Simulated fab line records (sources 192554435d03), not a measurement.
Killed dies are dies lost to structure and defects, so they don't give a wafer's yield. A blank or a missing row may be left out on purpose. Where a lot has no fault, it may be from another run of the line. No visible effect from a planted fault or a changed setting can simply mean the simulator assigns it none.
fab line records -- flow n5Finfet
record: lots: 8, wafers: 24, lastDay: 18
route steps=1938 shown SDB@360 HKMG_FIN@387 BEOL_M4@1111
lots that met no fault: taken from a fault-free run of the same line
startH: hours from the record's first day to the start of the lot's first wafer shown -- waitH: hours since the lot's step before -- " as in the row above -- L1.1+2: a single row standing in for several wafers -- - no value, or no start given -- * or withheld: withheld -- < > ~ a bound
route shown NAME@n: a module of which the file shows steps, and the number in the route of the first -- usual: the fault-free wafers' mean and standard deviation -- same: alike in all rows -- chamber/n: place in a boat -- sites: per-site readings -- _std_site: the standard deviation of these -- _edge_site: inner sites' mean taken away from outer sites' mean -- radiusMm: how far each site lies from the wafer's centre -- mask NAME#n: copy n -- behind: the tool/chamber that last shaped the wafer -- hold: reason for holding the lot/hours on hold/outcome of the hold -- device: transistor that didn't switch, given as n, p or np -- end of line: the tests these same wafers got at the end of their route -- a step given without rows: its recipe and nothing more -- killed: dies lost to structure and defects at the first sort, not the wafer's yield -- map: a wafer's dies, x killed, . not, _ none there
set.NAME: setting as actually run; set.NAME@STEP: the setting as run at that earlier step -- model.NAME: the simulator's own value behind a step, which no gauge read
steps of the route over a sample of lots; a table a step, a row a wafer
services: when a tool's chamber went out of use (startH, in hours from the record's first day, below 0 if earlier), for how many hours, and the reason
== steps ==
step: N5_SDB_ETCH_17
recipe: chemistry: CF4, target: SiARC, targetDepthA: 234, maskMaterial: CAR-ArF, timeS: 39, ionEnergyEv: 80, pressureMtorr: 40, sourceW: 545, biasW: 36, Ar_flow_sccm: 100, cf4FlowSccm: 100, ends: cleared
usual: cf4FlowSccm: 100.02/0.29, drypumpMotorCurrentA: 5.7/0.35, etchRfOnTimeS: 38.1/1.1, oesProductAu: 0.68/0.076, rfFwdPowerW: 532.7/2.6, rfVppV: 184.1/1.2, showerheadPlenumPTorr: 2.15/0.073, throttleValvePct: 15.69/0.24
lot.wafer,tool,chamber,startH,waitH,cf4FlowSccm,drypumpMotorCurrentA,etchRfOnTimeS,oesProductAu,rfFwdPowerW,rfHoursCounterH,rfVppV,showerheadPlenumPTorr,throttleValvePct
L753.1,rieDiel-01,0,88.42,0.0,99.38,6.2,37.2,0.72,531.2,86,183.5,2.18,15.73
L753.3,rieDiel-01,3,88.42,0.0,100.41,5.1,39.0,0.57,535.8,230,184.0,2.02,15.75
L753.5,rieDiel-01,0,88.42,0.0,99.38,6.2,37.3,0.73,529.5,-,184.6,2.18,15.74
L754.2,rieDiel-03,2,94.28,0.0,99.79,5.7,38.4,0.66,529.5,143,182.9,2.07,15.59
L754.4,rieDiel-03,3,94.28,0.0,100.20,5.6,36.0,0.79,536.5,31,184.4,2.19,15.39
L754.5,rieDiel-03,1,94.28,0.0,100.40,5.4,37.4,0.64,528.1,-,183.7,2.05,15.85
L756.1,rieDiel-05,3,104.42,0.0,100.17,5.3,37.7,0.58,533.7,248,183.2,2.10,16.25
L756.2,rieDiel-05,1,104.42,0.0,100.26,5.9,37.7,0.79,533.5,25,183.9,2.21,15.36
L756.6,rieDiel-05,0,104.42,0.0,100.52,5.8,38.6,0.66,533.4,-,183.6,2.11,15.50
L764.2,rieDiel-01,2,155.26,0.0,99.84,6.2,37.2,0.87,532.7,1,186.4,2.20,15.51
L764.3,rieDiel-01,1,155.26,0.0,100.29,5.9,40.1,0.68,530.8,97,184.5,2.23,15.37
L764.5,rieDiel-01,0,155.26,0.0,100.16,6.2,37.6,0.70,532.2,-,185.8,2.17,15.79
L766.1,rieDiel-03,3,164.34,0.0,99.28,5.6,36.8,0.74,534.7,58,185.3,2.18,15.47
L766.5,rieDiel-03,3,164.34,0.0,99.41,5.6,36.9,0.74,534.8,-,184.3,2.18,15.46
L766.6,rieDiel-03,0,164.34,0.0,99.97,5.5,37.4,0.62,530.6,-,185.3,2.20,16.01
L770.4,rieDiel-01,3,189.39,0.0,99.90,5.1,38.3,0.82,538.2,4,186.0,2.27,15.28
L770.5,rieDiel-01,0,189.39,0.0,100.05,6.2,37.5,0.68,535.6,-,184.7,2.17,15.84
L770.6,rieDiel-01,1,189.39,0.0,99.96,6.0,40.0,0.66,534.2,-,184.7,2.22,15.40
L772.1,rieDiel-01,2,202.93,0.0,99.48,6.2,37.6,0.81,531.4,27,184.8,2.19,15.57
L772.2,rieDiel-01,3,202.93,0.0,100.24,5.1,38.6,0.81,537.2,10,186.5,2.26,15.30
L772.3,rieDiel-01,0,202.93,0.0,100.00,6.2,37.3,0.68,531.4,137,185.0,2.16,15.84
L773.1,rieDiel-03,3,207.42,0.0,100.12,5.6,36.5,0.72,536.9,74,182.7,2.17,15.49
L773.4,rieDiel-03,0,207.42,0.0,100.01,5.6,38.1,0.60,532.6,206,185.6,2.20,16.02
L773.5,rieDiel-03,3,207.42,0.0,100.41,5.6,36.5,0.73,540.4,-,183.3,2.17,15.48
step: N5_SDB_HM_OPEN_20
recipe: chemistry: CH3F/O2, target: SiNx, maskMaterial: SOC, targetDepthA: 240, stopOn: poly-Si, overEtchFrac: 0.4, ionEnergyEv: 120, pressureMtorr: 30, sourceW: 395, biasW: 73, Ar_flow_sccm: 150, CH3F_flow_sccm: 30, O2_flow_sccm: 20
usual: drypumpMotorCurrentA: 5.7/0.35, oesProductAu: 0.64/0.069, rfFwdPowerW: 391.5/1.5, rfVppV: 296/5.9, showerheadPlenumPTorr: 2.01/0.075, throttleValvePct: 16.42/0.22
lot.wafer,tool,chamber,startH,waitH,drypumpMotorCurrentA,oesProductAu,rfFwdPowerW,rfHoursCounterH,rfVppV,showerheadPlenumPTorr,throttleValvePct
L753.1,rieDiel-01,0,88.62,0.0,6.2,0.68,393.2,86,296,2.04,16.45
L753.3,rieDiel-01,3,88.62,0.0,5.1,0.57,392.1,230,289,1.89,16.50
L753.5,rieDiel-01,0,88.62,0.0,6.2,0.71,393.5,-,296,2.04,16.45
L754.2,rieDiel-03,2,94.48,0.0,5.7,0.62,390.9,143,289,1.93,16.31
L754.4,rieDiel-03,3,94.48,0.0,5.6,0.74,391.4,31,293,2.05,16.20
L754.5,rieDiel-03,1,94.48,0.0,5.4,0.61,390.7,-,300,1.91,16.57
L756.1,rieDiel-05,3,104.62,0.0,5.3,0.55,391.1,248,297,1.95,16.91
L756.2,rieDiel-05,1,104.62,0.0,5.8,0.73,389.8,25,295,2.06,16.03
L756.6,rieDiel-05,0,104.62,0.0,5.8,0.62,391.4,-,296,1.97,16.18
L764.2,rieDiel-01,2,155.45,0.0,6.2,0.81,388.6,1,302,2.07,16.33
L764.3,rieDiel-01,1,155.45,0.0,5.9,0.64,390.9,97,303,2.10,16.16
L764.5,rieDiel-01,0,155.45,0.0,6.2,0.66,391.2,-,295,2.03,16.50
L766.1,rieDiel-03,3,164.53,0.0,5.6,0.68,392.7,58,291,2.04,16.25
L766.5,rieDiel-03,3,164.53,0.0,5.6,0.67,393.3,-,292,2.04,16.24
L766.6,rieDiel-03,0,164.53,0.0,5.5,0.57,390.0,-,304,2.06,16.70
L770.4,rieDiel-01,3,189.59,0.0,5.1,0.78,393.2,4,294,2.13,16.04
L770.5,rieDiel-01,0,189.59,0.0,6.2,0.65,392.4,-,297,2.02,16.54
L770.6,rieDiel-01,1,189.59,0.0,5.9,0.63,392.1,-,304,2.09,16.20
L772.1,rieDiel-01,2,203.12,0.0,6.2,0.76,389.4,27,301,2.06,16.39
L772.2,rieDiel-01,3,203.12,0.0,5.1,0.78,392.3,10,294,2.12,16.05
L772.3,rieDiel-01,0,203.12,0.0,6.2,0.65,392.4,138,295,2.02,16.53
L773.1,rieDiel-03,3,207.62,0.0,5.6,0.67,392.5,75,291,2.04,16.27
L773.4,rieDiel-03,0,207.62,0.0,5.6,0.58,393.4,206,303,2.05,16.74
L773.5,rieDiel-03,3,207.62,0.0,5.6,0.68,392.8,-,291,2.04,16.28
step: N5_HKMG_FIN_HK_ANNEAL_02
recipe: tempC: 700, timeS: 30, ambient: N2, idleTempC: 600, rampUpCPerS: 150, rampDownCPerS: 60, coolToC: 600
usual: lampPowerPct: 8.79/0.055, lamp_zone_4_pct: 8.794/0.011, wafer_temp_C_max: 702.9/0.81
lot.wafer,tool,chamber,startH,waitH,lampPowerPct,lamp_zone_4_pct,wafer_temp_C_max
L753.1,rtpAnneal-01,0,94.05,0.1,8.81,8.806,702.4
L753.3,rtpAnneal-01,0,94.05,0.1,8.74,8.805,702.7
L753.5,rtpAnneal-01,0,94.05,0.1,8.83,8.795,702.3
L754.2,rtpAnneal-01,0,103.29,0.1,8.77,8.786,702.2
L754.4,rtpAnneal-01,0,103.29,0.1,8.77,8.784,704.5
L754.5,rtpAnneal-01,0,103.29,0.1,8.85,8.794,702.0
L756.1,rtpAnneal-01,0,109.06,0.1,8.83,8.786,702.6
L756.2,rtpAnneal-01,0,109.06,0.1,8.73,8.777,702.3
L756.6,rtpAnneal-01,0,109.06,0.1,8.74,8.796,703.5
L764.2,rtpAnneal-01,0,160.94,0.2,8.69,8.800,705.5
L764.3,rtpAnneal-01,0,160.94,0.2,8.86,8.814,704.4
L764.5,rtpAnneal-01,0,160.94,0.2,8.70,8.794,703.5
L766.1,rtpAnneal-01,0,169.50,0.2,8.87,8.785,702.4
L766.5,rtpAnneal-01,0,169.50,0.2,8.85,8.812,703.1
L766.6,rtpAnneal-01,0,169.50,0.2,8.90,8.784,702.0
L770.4,rtpAnneal-02,0,195.73,0.5,8.82,8.793,703.7
L770.5,rtpAnneal-02,0,195.73,0.5,8.77,8.789,703.2
L770.6,rtpAnneal-02,0,195.73,0.5,8.93,8.809,701.9
L772.1,rtpAnneal-01,0,211.63,0.1,8.88,8.780,702.5
L772.2,rtpAnneal-01,0,211.63,0.1,8.77,8.797,703.1
L772.3,rtpAnneal-01,0,211.63,0.1,8.80,8.786,701.7
L773.1,rtpAnneal-02,0,212.20,0.1,8.77,8.816,702.9
L773.4,rtpAnneal-02,0,212.20,0.1,8.76,8.797,703.4
L773.5,rtpAnneal-02,0,212.20,0.1,8.87,8.808,702.0
step: N5_HKMG_FIN_ETCH_54
recipe: chemistry: CF4, target: SiARC, targetDepthA: 455, maskMaterial: CAR-ArF, timeS: 75.8, ionEnergyEv: 80, pressureMtorr: 40, sourceW: 545, biasW: 36, Ar_flow_sccm: 100, cf4FlowSccm: 100, ends: cleared
usual: cf4FlowSccm: 100.04/0.29, drypumpMotorCurrentA: 5.8/0.34, etchRfOnTimeS: 74.2/2.3, oesProductAu: 0.69/0.083, rfFwdPowerW: 537.9/2.3, rfVppV: 184.2/1.1, showerheadPlenumPTorr: 2.15/0.068, throttleValvePct: 15.68/0.25
lot.wafer,tool,chamber,startH,waitH,cf4FlowSccm,drypumpMotorCurrentA,etchRfOnTimeS,oesProductAu,rfFwdPowerW,rfHoursCounterH,rfVppV,showerheadPlenumPTorr,throttleValvePct
L753.1,rieDiel-01,1,95.11,0.0,100.45,6.0,76.5,0.71,537.0,72,185.8,2.24,15.34
L753.3,rieDiel-01,2,95.11,0.0,100.09,6.2,77.9,0.60,536.8,236,186.1,2.21,15.95
L753.5,rieDiel-01,0,95.11,0.0,99.61,6.2,71.9,0.73,540.8,-,184.5,2.18,15.71
L754.2,rieDiel-01,3,104.17,0.0,99.93,5.1,76.5,0.56,540.0,234,183.6,2.02,15.77
L754.4,rieDiel-01,0,104.17,0.0,100.26,6.2,73.2,0.71,538.2,90,185.5,2.18,15.74
L754.5,rieDiel-01,1,104.17,0.0,99.79,5.9,77.1,0.70,537.1,-,184.4,2.24,15.33
L756.1,rieDiel-01,0,110.39,0.0,99.78,6.2,72.5,0.71,536.2,93,184.4,2.18,15.75
L756.2,rieDiel-01,2,110.39,0.0,99.83,6.2,78.4,0.58,534.1,242,184.0,2.21,15.97
L756.6,rieDiel-01,2,110.39,0.0,99.69,6.2,78.8,0.58,537.1,-,184.7,2.21,15.95
L764.2,rieDiel-01,2,162.21,0.0,99.90,6.2,71.5,0.86,536.1,6,184.6,2.20,15.53
L764.3,rieDiel-01,0,162.21,0.0,100.05,6.2,47.7,0.91,860.7,116,157.2,2.17,15.80
L764.5,rieDiel-01,0,162.21,0.0,100.37,6.2,48.0,0.90,862.1,-,156.7,2.17,15.80
L766.1,rieDiel-01,1,170.85,0.0,100.13,5.9,77.2,0.67,539.2,106,184.1,2.22,15.38
L766.5,rieDiel-01,1,170.85,0.0,99.97,5.9,77.3,0.67,538.2,-,184.2,2.22,15.39
L766.6,rieDiel-01,0,170.85,0.0,100.11,6.2,47.4,0.89,862.0,-,157.1,2.17,15.81
L770.4,rieDiel-05,0,197.16,0.0,100.10,5.8,74.0,0.64,537.5,187,184.0,2.10,15.56
L770.5,rieDiel-05,2,197.16,0.0,99.89,5.9,70.8,0.82,536.7,-,183.5,2.11,15.85
L770.6,rieDiel-05,3,197.16,0.0,99.70,5.3,70.6,0.82,539.4,-,183.3,2.10,15.74
L772.1,rieDiel-05,3,212.84,0.0,100.19,5.3,70.2,0.81,539.9,17,182.2,2.10,15.75
L772.2,rieDiel-05,1,212.84,0.0,99.60,5.8,74.8,0.74,537.2,55,185.2,2.20,15.42
L772.3,rieDiel-05,0,212.84,0.0,100.38,5.8,74.2,0.64,535.4,192,185.3,2.10,15.58
L773.1,rieDiel-03,1,213.23,0.0,99.86,5.4,73.1,0.61,536.2,228,181.9,2.04,15.93
L773.4,rieDiel-03,0,213.23,0.0,99.88,5.5,73.9,0.60,538.3,208,186.0,2.20,16.05
L773.5,rieDiel-03,2,213.23,0.0,99.85,5.7,75.0,0.63,538.1,-,183.7,2.06,15.68
step: N5_BEOL_M4_RC_MEAS_101
usual: DIBL_N: 35.4/2.1, DIBL_P: 34.8/2.6, IOFF_N: 0.15/0.037, IOFF_P: 0.19/0.037, ION_N: 677/16, ION_P: 462/9.3, SS_N: 71.4/0.75, SS_P: 72.9/0.77, VT_N: 250/3.7, VT_P: -251/3.5
lot.wafer,tool,chamber,startH,waitH,DIBL_N[mV/V],DIBL_P[mV/V],IOFF_N[nA/um],IOFF_P[nA/um],ION_N[uA/um],ION_P[uA/um],SS_N[mV/dec],SS_P[mV/dec],VT_N[mV],VT_P[mV]
L753.1,prober-02,0,198.45,0.2,34.7,35.4,0.15,0.18,697,463,70.7,72.6,249,-256
L753.3,prober-02,0,198.45,0.2,31.1,31.0,0.09,0.13,665,461,70.3,71.1,256,-256
L753.5,prober-02,0,198.45,0.2,35.3,35.7,0.14,0.19,679,464,71.1,72.5,249,-252
L754.2,prober-02,0,200.94,0.2,39.0,37.7,0.24,0.23,679,456,72.0,74.2,245,-248
L754.4,prober-02,0,200.94,0.2,32.9,31.1,0.12,0.15,672,463,70.8,72.4,255,-252
L754.5,prober-02,0,200.94,0.2,37.2,35.9,0.20,0.21,688,465,72.7,73.9,245,-248
L756.1,prober-01,0,202.96,0.5,34.8,33.8,0.13,0.16,664,456,71.1,73.1,251,-257
L756.2,prober-01,0,202.96,0.5,37.2,36.0,0.16,0.18,678,457,71.7,73.2,248,-253
L756.6,prober-01,0,202.96,0.5,34.0,32.3,0.12,0.13,660,448,70.9,71.5,255,-257
L764.2,prober-01,0,255.53,0.2,33.4,32.6,0.11,0.17,661,455,71.3,72.1,254,-250
L764.3,prober-01,0,255.53,0.2,32.9,31.6,0.10,0.15,643,453,70.7,72.0,260,-253
L764.5,prober-01,0,255.53,0.2,36.4,34.9,0.15,0.20,652,452,72.4,72.8,253,-249
L766.1,prober-01,0,278.83,0.0,37.6,37.1,0.17,0.22,678,467,71.9,73.8,248,-246
L766.5,prober-01,0,278.83,0.0,35.6,36.4,0.13,0.20,662,464,71.2,72.4,254,-250
L766.6,prober-01,0,278.83,0.0,38.4,37.6,0.22,0.24,669,460,72.4,73.7,249,-248
L770.4,prober-01,0,303.34,0.5,35.9,34.1,0.13,0.15,656,449,71.6,72.8,255,-254
L770.5,prober-01,0,303.34,0.5,39.2,39.1,0.20,0.22,709,469,72.2,74.6,245,-253
L770.6,prober-01,0,303.34,0.5,35.8,33.8,0.13,0.14,668,445,71.5,73.2,254,-261
L773.1,prober-02,0,326.03,0.0,38.0,40.0,0.22,0.26,710,477,72.6,73.7,242,-247
L773.4,prober-02,0,326.03,0.0,36.1,37.1,0.18,0.23,701,476,71.7,73.3,247,-250
L773.5,prober-02,0,326.03,0.0,36.0,36.9,0.17,0.21,689,467,71.4,73.6,246,-250
L772.1,prober-01,0,327.31,0.0,35.5,35.0,0.15,0.23,676,468,71.7,73.1,254,-243
L772.2,prober-01,0,327.31,0.0,32.7,31.9,0.11,0.18,672,472,70.3,71.7,254,-247
L772.3,prober-01,0,327.31,0.0,35.4,36.6,0.16,0.25,688,474,71.5,72.9,249,-244
== services ==
tool,chamber,startH,hours,kind
rieDiel-01,-,87.14,1.0,repair
rieDiel-05,2,88.44,-,clean
rieDiel-05,2,88.44,-,consumableReplace:focusRing
rieDiel-05,2,88.44,17.2,scheduledDown
rieDiel-05,2,88.44,17.2,ventCycle
rtpAnneal-01,-,95.01,1.2,pm
rieDiel-05,3,109.75,-,clean
rieDiel-05,3,109.75,-,consumableReplace:focusRing
rieDiel-05,3,109.75,20.4,scheduledDown
rieDiel-05,3,109.75,20.4,ventCycle
rieDiel-01,2,134.57,-,clean
rieDiel-01,2,134.57,-,consumableReplace:esc
rieDiel-01,2,134.57,-,consumableReplace:focusRing
rieDiel-01,2,134.57,18.7,scheduledDown
rieDiel-01,2,134.57,18.7,ventCycle
rieDiel-01,-,141.22,1.0,repair
rieDiel-05,-,143.37,14.6,pm
rieDiel-03,3,149.91,2.5,repair
rieDiel-01,3,153.44,-,clean
rieDiel-01,3,153.44,-,consumableReplace:focusRing
rieDiel-01,3,153.44,-,consumableReplace:showerhead
rieDiel-01,3,153.44,27.5,scheduledDown
rieDiel-01,3,153.44,27.5,ventCycle
rieDiel-05,-,180.40,15.6,pm
== key ==
firstSign: step: N5_HKMG_FIN_ETCH_54, reading: rfFwdPowerW, direction: up, sigmas: 99+, usual: *, struck: *
effect: step: N5_HKMG_FIN_ETCH_54, reading: rfVppV, direction: down, sigmas: 24, usual: 184.2, struck: 157.0
metAt N5_HKMG_FIN_ETCH_54
struckLots L764,L766
struckWafers L764.3,L764.5,L766.6
notActingAt N5_SDB_ETCH_17,N5_SDB_HM_OPEN_20,N5_HKMG_FIN_HK_ANNEAL_02
onsetBetween 110.39 162.21
fault: kind: processParameterDrift, tool: rieDiel-01, chamber: 0, onsetH: 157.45, steps: N5_HKMG_FIN_ETCH_54, channel: sourceW, offset: 327, shape: step, endH: 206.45, actsIn: theseRecipesOnly, stated: 545
